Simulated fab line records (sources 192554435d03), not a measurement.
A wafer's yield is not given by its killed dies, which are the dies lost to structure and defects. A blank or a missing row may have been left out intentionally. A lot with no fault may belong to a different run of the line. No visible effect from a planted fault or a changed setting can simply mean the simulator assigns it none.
fab line records	flow n5-finfet
[record] lots = 24	wafers = 72	last-day = 17
route steps=1938 shown BEOL_M3@947 BEOL_M4@1034
lots untouched by any fault: they come from a run of this same line in which no faults occurred
start-h: hours from the record's opening day to when the first of the lot's shown wafers began	wait-h: time in hours since the lot's previous step	" unchanged from the row above	L1.1+2: one row covering several wafers at once	- value missing, or start not given	* or withheld: withheld	< > ~ a bound
route shown NAME@n: names a module that has steps shown in the file, with the first one's number in the route	usual: mean and standard deviation over wafers with no fault	same: alike in all rows	chamber/n: place in a boat	sites: each site's reading	_std_site: standard deviation across them	_edge_site: mean of outer sites minus mean of inner sites	radius-mm: for every site, how far away it sits from the centre of the wafer	mask NAME#n: copy n	behind: the most recent tool/chamber to have shaped the wafer	hold: what put the lot on hold/how long, in hours/how the hold closed	device: names the non-switching transistor (n, p or np)	end of line: the same wafers' tests at the end of the route	where a step has no rows: the recipe by itself	killed: the dies lost at the first sort to structure and to defects; this is not the yield of the wafer	map: dies across one wafer; x = killed, . = not, _ = none there
set.NAME: the setting that was run; set.NAME@STEP: the one run at that earlier step	model.NAME: the simulator's own value behind a step, which no gauge read
a sample of lots followed through the steps of the route, with each step as a table and each wafer as a row
services: a tool's chamber out of use, with start hour (start-h, from the record's first day; less than 0 if before it), hours out, and reason
[[steps]]
[step N5_BEOL_M3_DESCUM_16]
[recipe] chemistry = O2	time-s = 7	source-power-w = 50	bias-power-w = 20	pressure-mtorr = 20	rf-frequency-hz = 2.712e+07	temp-c = 40	resist = CAR-EUV	o2-flow-sccm = 225
[usual] bias-power-w = 20.01/0.067	chamber-pressure-mTorr = 20.000/0.018	drypump-motor-current-A = 5.8/0.41	oes-product-au = 0.81/0.07	rf-vpp-V = 243.6/1.4	showerhead-plenum-p-Torr = 2.11/0.074	throttle-valve-pct = 20.40/0.18
lot.wafer	tool	chamber	start-h	wait-h	bias-power-w	chamber-pressure-mTorr	drypump-motor-current-A	oes-product-au	rf-hours-counter-h	rf-vpp-V	showerhead-plenum-p-Torr	throttle-valve-pct
L075.2	rie-diel-05	1	150.48	0.0	20.02	19.994	6.1	0.80	99	243.3	2.03	20.54
L075.3	"	3	"	"	19.98	19.994	6.2	0.73	215	244.4	2.14	20.33
L075.4	"	2	"	"	20.14	20.006	5.3	0.81	-	243.9	2.11	20.61
L074.2	rie-diel-05	2	154.58	0.0	20.12	20.037	5.3	0.80	101	243.5	2.11	20.61
L074.3	"	3	"	"	19.89	20.002	6.2	0.73	215	245.6	2.14	20.31
L074.5	"	1	"	"	19.91	19.981	6.1	0.79	-	243.8	2.03	20.53
L076.1	rie-diel-05	3	158.23	0.0	19.92	20.033	6.2	0.72	216	245.5	2.14	20.32
L076.2	"	0	"	"	20.07	20.004	5.9	1.00	2	244.0	2.16	20.44
L076.5	"	1	"	"	20.05	20.000	6.1	0.80	-	242.6	2.03	20.52
L077.1	rie-diel-05	2	170.58	0.0	20.07	19.995	5.3	0.79	106	243.7	2.11	20.62
L077.2	"	1	"	"	20.00	20.006	6.1	0.79	105	242.5	2.03	20.53
L077.3	"	0	"	"	20.07	20.033	5.9	0.96	6	245.2	2.16	20.44
L078.2	rie-diel-05	0	171.00	0.0	20.02	20.047	5.9	0.96	6	244.0	2.16	20.45
L078.3	"	3	"	"	20.03	19.979	6.2	0.72	221	243.8	2.14	20.32
L078.6	"	3	"	"	20.01	19.988	6.3	0.72	-	243.3	2.14	20.34
L079.1	rie-diel-04	1	178.57	0.2	19.88	20.021	5.8	0.86	49	245.8	2.22	20.45
L079.4	"	0	"	"	19.90	20.019	5.1	0.76	-	242.5	2.09	20.32
L079.5	"	2	"	"	19.88	20.014	5.6	0.92	-	245.4	2.23	20.03
L080.2	rie-diel-01	1	184.12	0.1	19.95	19.990	6.3	0.84	61	241.9	2.03	20.05
L080.3	"	2	"	"	20.09	19.997	5.2	0.80	103	241.8	2.04	20.59
L080.6	"	3	"	"	20.04	20.010	6.0	0.78	-	243.2	2.10	20.27
L081.1	rie-diel-05	3	197.94	0.0	20.03	20.005	6.2	0.72	229	243.0	2.14	20.35
L081.3	"	1	"	"	19.96	19.973	6.1	0.77	114	242.5	2.03	20.55
L081.6	"	3	"	"	20.07	20.011	6.2	0.71	-	243.1	2.14	20.35
L082.2	rie-diel-04	0	198.17	0.2	20.00	19.990	5.1	0.76	164	244.3	2.08	20.34
L082.3	"	1	"	"	19.97	20.022	5.8	0.86	55	245.2	2.21	20.46
L082.5	"	1	"	"	19.94	20.008	5.8	0.86	-	244.5	2.21	20.47
L083.1	rie-diel-05	0	202.71	0.0	19.95	20.005	5.9	0.93	16	242.6	2.15	20.47
L083.2	"	3	"	"	20.13	20.003	6.1	0.72	230	244.4	2.14	20.34
L083.6	"	2	"	"	20.05	19.996	5.3	0.79	-	244.2	2.11	20.64
L084.2	rie-diel-01	1	206.87	0.4	20.04	20.023	6.3	0.83	71	241.5	2.02	20.07
L084.3	"	2	"	"	20.01	19.972	5.1	0.79	113	241.5	2.03	20.60
L084.6	"	2	"	"	20.00	20.020	5.2	0.80	-	244.0	2.03	20.60
L085.1	rie-diel-04	2	210.24	0.0	20.13	20.022	5.6	0.91	22	244.7	2.22	20.05
L085.2	"	1	"	"	20.07	19.985	5.9	0.85	59	245.9	2.21	20.47
L085.3	"	0	"	"	19.94	20.013	5.1	0.75	166	243.4	2.08	20.34
L086.3	rie-diel-01	2	227.64	0.0	20.08	19.982	5.2	0.79	121	241.5	2.03	20.62
L086.5	"	2	"	"	20.02	19.988	5.1	0.78	-	243.1	2.03	20.61
L086.6	"	1	"	"	20.01	20.007	6.3	0.82	-	241.8	2.02	20.10
L088.1	rie-diel-01	3	227.87	0.1	20.09	20.026	6.0	0.77	167	243.8	2.09	20.32
L088.4	"	1	"	"	19.97	20.009	6.3	0.82	-	242.8	2.02	20.10
L088.5	"	2	"	"	20.05	20.000	5.1	0.79	-	242.4	2.03	20.60
L087.3	rie-diel-04	2	227.98	0.2	19.89	19.979	5.6	0.90	28	244.0	2.22	20.07
L087.4	"	0	"	"	20.00	20.001	5.1	0.76	171	243.5	2.08	20.34
L087.5	"	3	"	"	20.04	19.986	5.7	0.92	-	246.5	2.25	20.37
L091.2	rie-diel-05	3	238.50	0.0	19.92	20.005	6.2	0.71	241	243.0	2.13	20.38
L091.3	"	1	"	"	20.02	19.997	6.1	0.77	127	240.6	2.02	20.57
L091.6	"	0	"	"	20.04	19.993	5.9	0.91	-	242.5	2.15	20.48
L089.1	rie-diel-01	2	238.74	0.0	20.13	19.989	5.2	0.79	126	242.2	2.03	20.63
L089.2	"	3	"	"	20.05	19.973	6.0	0.77	171	242.8	2.09	20.32
L089.6	"	1	"	"	19.99	20.009	6.3	0.83	-	241.5	2.02	20.09
L090.3	rie-diel-04	2	241.81	0.0	20.08	19.990	5.6	0.89	30	246.1	2.22	20.05
L090.4	"	1	"	"	19.92	19.985	5.9	0.83	69	246.0	2.21	20.49
L090.5	"	2	"	"	20.00	19.985	5.6	0.88	-	245.6	2.22	20.06
L092.1	rie-diel-05	0	248.61	0.0	20.04	19.976	5.9	0.90	30	243.6	2.15	20.48
L092.2	"	2	"	"	19.91	19.989	5.3	0.77	129	243.6	2.10	20.67
L092.5	"	3	"	"	20.01	19.986	6.2	0.70	-	245.5	2.13	20.36
L093.1	rie-diel-04	1	257.10	0.4	19.98	19.993	5.8	0.83	73	245.8	2.21	20.49
L093.2	"	3	"	"	19.95	19.967	5.7	0.90	22	244.9	2.24	20.39
L093.5	"	3	"	"	20.00	20.022	5.7	0.90	-	245.1	2.25	20.39
L094.1	rie-diel-01	0	259.05	0.0	20.05	20.041	6.1	0.72	207	244.0	2.16	20.46
L094.2	"	1	"	"	20.05	20.023	6.3	0.81	91	242.6	2.01	20.11
L094.4	"	3	"	"	20.12	20.004	6.0	0.75	179	243.5	2.08	20.34
L095.1	rie-diel-05	3	275.26	0.0	19.95	19.962	6.3	0.71	250	244.0	2.13	20.37
L095.3	"	0	"	"	20.09	20.038	5.9	0.89	36	244.5	2.15	20.49
L095.6	"	0	"	"	20.06	19.982	5.9	0.90	-	242.2	2.15	20.48
L097.1	rie-diel-01	3	286.35	0.0	19.95	20.016	6.0	0.75	187	243.4	2.08	20.34
L097.4	"	2	"	"	20.06	20.007	5.1	0.76	140	241.4	2.02	20.65
L097.6	"	2	"	"	20.01	19.996	5.2	0.76	-	242.4	2.03	20.65
L096.2	rie-diel-04	1	291.08	0.0	19.90	19.977	5.8	0.81	85	246.0	2.20	20.50
L096.5	"	3	"	"	20.04	20.023	5.7	0.87	-	243.9	2.24	20.42
L096.6	"	0	"	"	19.93	20.017	5.1	0.73	-	242.8	2.08	20.37
[step N5_BEOL_M3_PRE_CLEAN_45]
[recipe] gas = H2/He	time-s = 30	temp-c = 250
[usual] heater-power-w = 323/39
lot.wafer	tool	chamber	start-h	wait-h	heater-power-w
L074.2	pvd-sputter-01	-	158.85	0.0	317
L074.3	"	-	"	"	322
L074.5	"	-	"	"	318
L076.1	pvd-sputter-01	-	165.14	0.0	339
L076.2	"	-	"	"	320
L076.5	"	-	"	"	324
L075.2	pvd-sputter-03	-	165.21	0.0	271
L075.3	"	-	"	"	337
L075.4	"	-	"	"	274
L077.1	pvd-sputter-02	-	174.56	0.0	353
L077.2	"	-	"	"	379
L077.3	"	-	"	"	297
L078.2	pvd-sputter-02	-	175.38	0.0	265
L078.3	"	-	"	"	352
L078.6	"	-	"	"	268
L079.1	pvd-sputter-02	-	184.06	0.0	354
L079.4	"	-	"	"	296
L079.5	"	-	"	"	370
L080.2	pvd-sputter-03	-	190.28	0.0	273
L080.3	"	-	"	"	277
L080.6	"	-	"	"	268
L081.1	pvd-sputter-02	-	206.58	0.0	288
L081.3	"	-	"	"	349
L081.6	"	-	"	"	276
L082.2	pvd-sputter-02	-	206.86	0.0	380
L082.3	"	-	"	"	269
L082.5	"	-	"	"	282
L083.1	pvd-sputter-03	-	206.97	0.0	391
L083.2	"	-	"	"	272
L083.6	"	-	"	"	380
L084.2	pvd-sputter-03	-	213.87	0.0	348
L084.3	"	-	"	"	277
L084.6	"	-	"	"	282
L085.1	pvd-sputter-02	-	217.40	0.0	376
L085.2	"	-	"	"	270
L085.3	"	-	"	"	281
L086.3	pvd-sputter-01	-	230.63	0.0	335
L086.5	"	-	"	"	321
L086.6	"	-	"	"	342
L088.1	pvd-sputter-01	-	233.31	0.0	343
L088.4	"	-	"	"	330
L088.5	"	-	"	"	327
L087.3	pvd-sputter-03	-	238.37	0.0	277
L087.4	"	-	"	"	281
L087.5	"	-	"	"	276
L091.2	pvd-sputter-02	-	242.87	0.0	271
L091.3	"	-	"	"	379
L091.6	"	-	"	"	274
L090.3	pvd-sputter-03	-	246.01	0.0	280
L090.4	"	-	"	"	342
L090.5	"	-	"	"	391
L089.1	pvd-sputter-01	-	247.53	0.0	321
L089.2	"	-	"	"	328
L089.6	"	-	"	"	326
L092.1	pvd-sputter-02	-	255.68	0.0	350
L092.2	"	-	"	"	366
L092.5	"	-	"	"	370
L093.1	pvd-sputter-03	-	268.00	0.0	279
L093.2	"	-	"	"	270
L093.5	"	-	"	"	341
L094.1	pvd-sputter-01	-	275.60	0.0	324
L094.2	"	-	"	"	326
L094.4	"	-	"	"	319
L095.1	pvd-sputter-02	-	278.68	0.0	288
L095.3	"	-	"	"	369
L095.6	"	-	"	"	385
L097.1	pvd-sputter-03	-	288.47	0.0	353
L097.4	"	-	"	"	393
L097.6	"	-	"	"	273
L096.2	pvd-sputter-01	-	298.62	0.0	311
L096.5	"	-	"	"	334
L096.6	"	-	"	"	320
[step N5_BEOL_M3_SPUTTER_90]
[recipe] material = Cu	target-thk-a = 45	temp-c = -20	chamber-pressure-pa = 0.07	power-w = withheld	time-s = 8.29
[usual] throttle-valve-pct = 30.1/0.62
lot.wafer	tool	chamber	start-h	wait-h	throttle-valve-pct
L074.2	pvd-sputter-02	-	161.86	0.1	29.1
L074.3	"	-	"	"	29.7
L074.5	"	-	"	"	30.7
L076.1	pvd-sputter-03	-	167.47	0.1	30.7
L076.2	"	-	"	"	28.7
L076.5	"	-	"	"	30.7
L075.2	pvd-sputter-03	-	169.31	0.1	30.5
L075.3	"	-	"	"	29.9
L075.4	"	-	"	"	30.6
L077.1	pvd-sputter-02	-	176.64	0.1	30.3
L077.2	"	-	"	"	30.1
L077.3	"	-	"	"	30.7
L078.2	pvd-sputter-02	-	178.48	0.1	30.0
L078.3	"	-	"	"	30.1
L078.6	"	-	"	"	31.0
L079.1	pvd-sputter-01	-	187.73	0.1	30.0
L079.4	"	-	"	"	30.5
L079.5	"	-	"	"	29.9
L080.2	pvd-sputter-02	-	192.95	0.1	30.1
L080.3	"	-	"	"	29.4
L080.6	"	-	"	"	30.9
L081.1	pvd-sputter-02	-	208.28	0.1	30.2
L081.3	"	-	"	"	29.2
L081.6	"	-	"	"	30.3
L083.1	pvd-sputter-01	-	208.72	0.1	29.4
L083.2	"	-	"	"	30.5
L083.6	"	-	"	"	29.4
L082.2	pvd-sputter-02	-	210.12	0.1	30.1
L082.3	"	-	"	"	30.8
L082.5	"	-	"	"	30.2
L084.2	pvd-sputter-02	-	215.92	0.1	31.1
L084.3	"	-	"	"	30.1
L084.6	"	-	"	"	30.8
L085.1	pvd-sputter-01	-	220.06	0.1	30.5
L085.2	"	-	"	"	30.7
L085.3	"	-	"	"	30.0
L086.3	pvd-sputter-01	-	232.53	0.1	30.6
L086.5	"	-	"	"	30.4
L086.6	"	-	"	"	29.6
L088.1	pvd-sputter-03	-	234.93	0.1	28.7
L088.4	"	-	"	"	30.3
L088.5	"	-	"	"	30.8
L087.3	pvd-sputter-03	-	242.23	0.1	28.9
L087.4	"	-	"	"	30.7
L087.5	"	-	"	"	28.9
L091.2	pvd-sputter-01	-	244.69	0.1	29.3
L091.3	"	-	"	"	30.6
L091.6	"	-	"	"	30.5
L090.3	pvd-sputter-03	-	247.67	0.1	30.4
L090.4	"	-	"	"	28.8
L090.5	"	-	"	"	28.6
L089.1	pvd-sputter-03	-	249.51	0.1	28.8
L089.2	"	-	"	"	30.6
L089.6	"	-	"	"	30.1
L092.1	pvd-sputter-02	-	257.36	0.1	30.7
L092.2	"	-	"	"	30.2
L092.5	"	-	"	"	29.9
L093.1	pvd-sputter-01	-	269.66	0.1	30.5
L093.2	"	-	"	"	30.1
L093.5	"	-	"	"	30.4
L094.1	pvd-sputter-01	-	277.70	0.1	30.9
L094.2	"	-	"	"	29.6
L094.4	"	-	"	"	29.4
L095.1	pvd-sputter-02	-	280.63	0.1	30.4
L095.3	"	-	"	"	30.7
L095.6	"	-	"	"	29.2
L097.1	pvd-sputter-03	-	291.91	0.1	30.7
L097.4	"	-	"	"	28.6
L097.6	"	-	"	"	28.8
L096.2	pvd-sputter-02	-	300.45	0.1	29.3
L096.5	"	-	"	"	30.1
L096.6	"	-	"	"	29.3
[step N5_BEOL_M3_CMP_52]
[recipe] stop-on = SiOC	t-overpolish-s = 6.8	down-force-psi = 1	platen-rpm = 50	clearing-platen-down-force-psi = 1.5	clearing-platen-rpm = 50	post-cmp-clean = cu-alkaline	target-thk-nm = 40	clearing-platen-pad-velocity-m-s = 0.99484	pad-velocity-m-s = 0.99484
[usual] barrier-field-endpoint-s = 24.6/0.64	motor-current-A = 6.0/0.69	overpolish-run-s = 6.798/0.0091	slurry-flow-ml-min = 150.0/0.45	time-to-endpoint-s = 62/3.5
lot.wafer	tool	chamber	start-h	wait-h	barrier-field-endpoint-s	motor-current-A	overpolish-run-s	slurry-flow-ml-min	time-to-endpoint-s
L074.3	cmp-03	2	163.08	0.2	23.4	6.6	6.794	149.8	58
L074.2	"	3	"	"	24.0	7.6	6.805	149.4	61
L074.5	"	0	"	"	24.4	5.9	6.795	150.6	60
L076.2	cmp-03	0	168.62	0.2	24.0	6.2	6.802	150.9	59
L076.1	"	2	"	"	24.2	6.7	6.806	150.0	58
L076.5	"	0	"	"	23.8	6.0	6.811	151.0	59
L075.3	cmp-02	3	170.52	0.2	25.0	5.2	6.791	150.0	65
L075.2	"	1	"	"	25.1	6.3	6.779	149.4	67
L075.4	"	2	"	"	25.4	6.6	6.792	150.0	70
L077.1	cmp-04	0	177.79	0.3	23.7	5.6	6.797	150.4	59
L077.2	"	1	"	"	24.4	5.5	6.793	150.3	57
L077.3	"	3	"	"	24.4	4.6	6.781	149.5	59
L078.3	cmp-03	0	180.19	0.7	24.3	6.2	6.781	149.5	64
L078.2	"	2	"	"	23.9	6.9	6.794	150.1	61
L078.6	"	3	"	"	24.2	6.7	6.787	150.7	63
L079.4	cmp-04	2	188.95	0.1	24.6	5.9	6.792	150.8	62
L079.1	"	3	"	"	23.9	4.7	6.792	150.7	58
L079.5	"	3	"	"	24.8	4.8	6.791	150.4	59
L080.2	cmp-03	3	194.14	0.2	24.4	7.0	6.799	150.6	60
L080.3	"	0	"	"	24.4	6.0	6.795	149.8	60
L080.6	"	3	"	"	24.7	7.2	6.812	150.0	61
L081.3	cmp-04	2	209.44	0.2	25.2	5.8	6.822	150.2	65
L081.1	"	3	"	"	24.5	4.6	6.805	150.2	64
L081.6	"	2	"	"	25.9	5.8	6.801	149.2	66
L083.1	cmp-04	2	209.91	0.3	24.7	6.2	6.791	149.8	63
L083.2	"	0	"	"	24.1	5.5	6.802	149.7	60
L083.6	"	2	"	"	24.8	5.8	6.807	149.8	64
L082.2	cmp-03	2	211.28	0.2	23.4	6.4	6.799	149.9	61
L082.3	"	1	"	"	25.2	7.1	6.795	150.5	68
L082.5	"	3	"	"	24.5	7.0	6.807	149.8	66
L084.2	cmp-03	0	217.39	0.2	24.8	6.0	6.781	150.3	63
L084.3	"	3	"	"	26.2	7.1	6.796	149.9	65
L084.6	"	0	"	"	24.8	5.9	6.808	149.9	61
L085.1	cmp-04	0	221.21	0.3	24.3	5.3	6.806	149.5	62
L085.3	"	2	"	"	24.7	5.5	6.794	149.0	64
L085.2	"	3	"	"	25.0	4.7	6.796	150.5	61
L086.3	cmp-04	3	233.68	0.2	24.0	4.8	6.795	150.2	61
L086.6	"	3	"	"	25.1	4.5	6.806	150.1	59
L086.5	"	0	"	"	24.7	5.4	6.804	150.7	61
L088.1	cmp-04	1	236.12	0.3	23.5	5.8	6.797	150.3	57
L088.4	"	2	"	"	24.1	5.8	6.790	150.0	59
L088.5	"	1	"	"	23.7	5.8	6.800	150.6	56
L087.3	cmp-04	1	243.50	0.2	24.2	6.0	6.793	149.6	55
L087.4	"	0	"	"	24.5	5.4	6.807	148.7	60
L087.5	"	1	"	"	23.5	5.8	6.810	150.0	55
L091.3	cmp-04	3	245.93	0.3	23.3	5.0	6.787	150.1	57
L091.2	"	0	"	"	24.0	5.4	6.817	149.5	60
L091.6	"	2	"	"	23.7	5.7	6.808	149.5	61
L090.3	cmp-04	3	248.86	0.2	24.3	5.0	6.797	150.7	56
L090.4	"	0	"	"	24.2	5.6	6.799	149.9	57
L090.5	"	2	"	"	25.4	5.6	6.808	150.1	62
L089.1	cmp-02	0	250.73	0.3	25.4	5.8	6.801	150.4	67
L089.2	"	1	"	"	25.3	6.1	6.785	149.6	68
L089.6	"	3	"	"	24.4	5.6	6.788	150.5	64
L092.1	cmp-04	3	258.59	0.3	24.3	4.7	6.795	149.7	58
L092.2	"	0	"	"	24.1	5.3	6.810	149.9	60
L092.5	"	2	"	"	24.6	6.1	6.802	150.0	62
L093.2	cmp-03	3	270.81	0.2	24.7	7.0	6.801	150.6	63
L093.1	"	2	"	"	23.5	6.5	6.800	150.3	60
L093.5	"	3	"	"	24.5	6.7	6.805	150.2	62
L094.2	cmp-02	3	278.94	0.2	25.7	5.3	6.790	149.7	64
L094.1	"	1	"	"	25.2	6.1	6.798	149.5	64
L094.4	"	2	"	"	25.7	6.3	6.809	150.1	69
L095.1	cmp-03	3	281.78	0.3	25.3	7.1	6.781	149.8	63
L095.3	"	2	"	"	24.7	6.5	6.788	150.8	58
L095.6	"	0	"	"	25.1	5.8	6.810	150.0	61
L097.4	cmp-03	3	293.10	0.2	24.6	6.8	6.811	149.8	64
L097.1	"	0	"	"	24.5	6.1	6.816	150.4	58
L097.6	"	2	"	"	24.1	6.7	6.802	150.6	58
L096.2	cmp-04	2	301.64	0.2	24.5	6.0	6.790	149.8	67
L096.5	"	1	"	"	24.7	6.4	6.800	149.5	62
L096.6	"	2	"	"	24.6	6.0	6.792	150.1	66
[step N5_BEOL_M4_CD_MEAS_11]
[recipe] target-cd-nm = 16.79	landing-energy-ev = 500	detector = se-inlens	polarity = opening
[usual] cd-nm = 16.76/0.25
lot.wafer	tool	chamber	start-h	wait-h	cd-nm
L074.2	cd-sem-02	0	164.42	-	16.33
L074.3	"	0	"	"	16.80
L074.5	"	0	"	"	16.30
L076.1	cd-sem-03	0	170.92	-	16.73
L076.2	"	0	"	"	17.04
L076.5	"	0	"	"	17.21
L075.2	cd-sem-01	0	172.29	-	17.20
L075.3	"	0	"	"	16.73
L075.4	"	0	"	"	17.23
L077.1	cd-sem-02	0	179.65	-	16.67
L077.2	"	0	"	"	16.73
L077.3	"	0	"	"	16.45
L078.2	cd-sem-03	0	182.31	-	16.74
L078.3	"	0	"	"	17.20
L078.6	"	0	"	"	17.05
L079.1	cd-sem-03	0	190.19	-	16.72
L079.4	"	0	"	"	16.65
L079.5	"	0	"	"	16.85
L080.2	cd-sem-01	0	196.60	-	16.50
L080.3	"	0	"	"	17.15
L080.6	"	0	"	"	17.02
L081.1	cd-sem-02	0	211.22	-	16.35
L081.3	"	0	"	"	16.75
L081.6	"	0	"	"	16.66
L083.1	cd-sem-01	0	213.39	-	16.95
L083.2	"	0	"	"	16.61
L083.6	"	0	"	"	16.75
L082.2	cd-sem-03	0	213.68	-	16.99
L082.3	"	0	"	"	16.83
L082.5	"	0	"	"	17.07
L084.2	cd-sem-01	0	220.06	-	16.66
L084.3	"	0	"	"	16.37
L084.6	"	0	"	"	16.24
L085.1	cd-sem-02	0	224.40	-	16.77
L085.2	"	0	"	"	16.78
L085.3	"	0	"	"	16.77
L086.3	cd-sem-02	0	236.81	-	16.78
L086.5	"	0	"	"	16.98
L086.6	"	0	"	"	17.21
L088.1	cd-sem-03	0	238.22	-	16.82
L088.4	"	0	"	"	16.98
L088.5	"	0	"	"	16.50
L087.3	cd-sem-01	0	246.31	-	16.79
L087.4	"	0	"	"	16.90
L087.5	"	0	"	"	16.72
L091.2	cd-sem-03	0	247.70	-	16.13
L091.3	"	0	"	"	16.62
L091.6	"	0	"	"	16.70
L090.3	cd-sem-01	0	250.82	-	16.75
L090.4	"	0	"	"	16.98
L090.5	"	0	"	"	16.84
L089.1	cd-sem-01	0	251.97	-	16.68
L089.2	"	0	"	"	16.51
L089.6	"	0	"	"	16.71
L092.1	cd-sem-01	0	259.89	-	16.72
L092.2	"	0	"	"	16.62
L092.5	"	0	"	"	16.76
L093.1	cd-sem-01	0	272.57	-	16.52
L093.2	"	0	"	"	16.92
L093.5	"	0	"	"	16.48
L094.1	cd-sem-01	0	282.21	-	16.38
L094.2	"	0	"	"	16.64
L094.4	"	0	"	"	16.37
L095.1	cd-sem-02	0	284.21	-	16.70
L095.3	"	0	"	"	16.57
L095.6	"	0	"	"	17.01
L097.1	cd-sem-02	0	296.32	-	16.76
L097.4	"	0	"	"	16.64
L097.6	"	0	"	"	16.36
L096.2	cd-sem-03	0	303.25	-	16.88
L096.5	"	0	"	"	16.87
L096.6	"	0	"	"	16.72
[step N5_BEOL_M4_OVL_MEAS_12]
[recipe] points-per-wafer = 522
[usual] M4_OVL = -0.3/0.57
lot.wafer	tool	chamber	start-h	wait-h	M4_OVL[nm]
L074.2	overlay-02	0	164.46	0.0	0.3
L074.3	"	0	"	"	-0.1
L074.5	"	0	"	"	0.3
L076.1	overlay-01	0	170.95	0.0	-0.5
L076.2	"	0	"	"	0.0
L076.5	"	0	"	"	-0.4
L075.2	overlay-01	0	172.33	0.0	0.7
L075.3	"	0	"	"	0.2
L075.4	"	0	"	"	0.3
L077.1	overlay-01	0	179.69	0.0	-0.4
L077.2	"	0	"	"	-1.2
L077.3	"	0	"	"	-0.4
L078.2	overlay-02	0	182.35	0.0	-0.5
L078.3	"	0	"	"	-0.5
L078.6	"	0	"	"	-1.0
L079.1	overlay-01	0	190.22	0.0	-0.4
L079.4	"	0	"	"	-0.3
L079.5	"	0	"	"	-0.6
L080.2	overlay-01	0	196.63	0.0	-1.0
L080.3	"	0	"	"	-1.1
L080.6	"	0	"	"	-1.2
L081.1	overlay-02	0	211.25	0.0	0.1
L081.3	"	0	"	"	-0.6
L081.6	"	0	"	"	0.6
L083.1	overlay-01	0	213.42	0.0	-0.5
L083.2	"	0	"	"	0.9
L083.6	"	0	"	"	0.2
L082.2	overlay-02	0	213.72	0.0	-0.2
L082.3	"	0	"	"	-0.3
L082.5	"	0	"	"	-0.1
L084.2	overlay-02	0	220.10	0.0	0.0
L084.3	"	0	"	"	0.0
L084.6	"	0	"	"	-0.4
L085.1	overlay-02	0	224.43	0.0	-0.4
L085.2	"	0	"	"	0.1
L085.3	"	0	"	"	-0.4
L086.3	overlay-01	0	236.85	0.0	-0.7
L086.5	"	0	"	"	-0.2
L086.6	"	0	"	"	-0.2
L088.1	overlay-02	0	238.25	0.0	-0.2
L088.4	"	0	"	"	0.0
L088.5	"	0	"	"	0.0
L087.3	overlay-02	0	246.35	0.0	0.0
L087.4	"	0	"	"	0.3
L087.5	"	0	"	"	0.4
L091.2	overlay-02	0	247.74	0.0	-1.1
L091.3	"	0	"	"	-0.6
L091.6	"	0	"	"	-0.9
L090.3	overlay-01	0	250.86	0.0	-1.4
L090.4	"	0	"	"	-0.6
L090.5	"	0	"	"	-0.9
L089.1	overlay-01	0	252.00	0.0	-0.8
L089.2	"	0	"	"	0.7
L089.6	"	0	"	"	0.0
L092.1	overlay-02	0	259.92	0.0	-0.5
L092.2	"	0	"	"	0.3
L092.5	"	0	"	"	-0.4
L093.1	overlay-01	0	272.60	0.0	-0.8
L093.2	"	0	"	"	-0.9
L093.5	"	0	"	"	-0.4
L094.1	overlay-02	0	282.24	0.0	-0.2
L094.2	"	0	"	"	0.7
L094.4	"	0	"	"	0.3
L095.1	overlay-01	0	284.24	0.0	-0.6
L095.3	"	0	"	"	0.0
L095.6	"	0	"	"	-0.8
L097.1	overlay-01	0	296.35	0.0	0.1
L097.4	"	0	"	"	0.9
L097.6	"	0	"	"	-0.8
L096.2	overlay-01	0	303.29	0.0	-1.1
L096.5	"	0	"	"	-0.5
L096.6	"	0	"	"	-1.0
[[services]]
tool	chamber	start-h	hours	kind
rie-diel-05	1	126.84	5.4	repair
cmp-02	-	128.26	1.0	repair
cmp-02	-	135.48	4.0	pm
pvd-sputter-01	-	151.43	3.4	repair
rie-diel-01	3	154.67	14.1	repair
cmp-02	-	156.69	0.8	repair
cmp-04	-	167.18	0.8	repair
cmp-03	-	169.80	1.1	repair
cmp-03	-	183.45	1.4	repair
cmp-04	-	194.39	0.8	repair
rie-diel-04	0	202.29	6.5	repair
rie-diel-05	2	205.97	1.6	repair
cmp-03	-	207.09	2.5	repair
rie-diel-05	-	216.89	0.8	repair
cmp-03	-	217.92	4.0	pm
cmp-04	-	225.62	4.0	pm
cmp-04	-	229.62	-	consumable-replace:conditioner
cmp-04	-	229.62	-	consumable-replace:pad
rie-diel-04	2	233.69	4.1	repair
cmp-02	-	244.99	0.4	repair
cmp-03	-	245.88	0.4	repair
rie-diel-04	2	252.40	19.3	repair
cmp-04	-	264.91	0.9	repair
cmp-02	-	300.87	5.9	repair
[[key]]
fault none
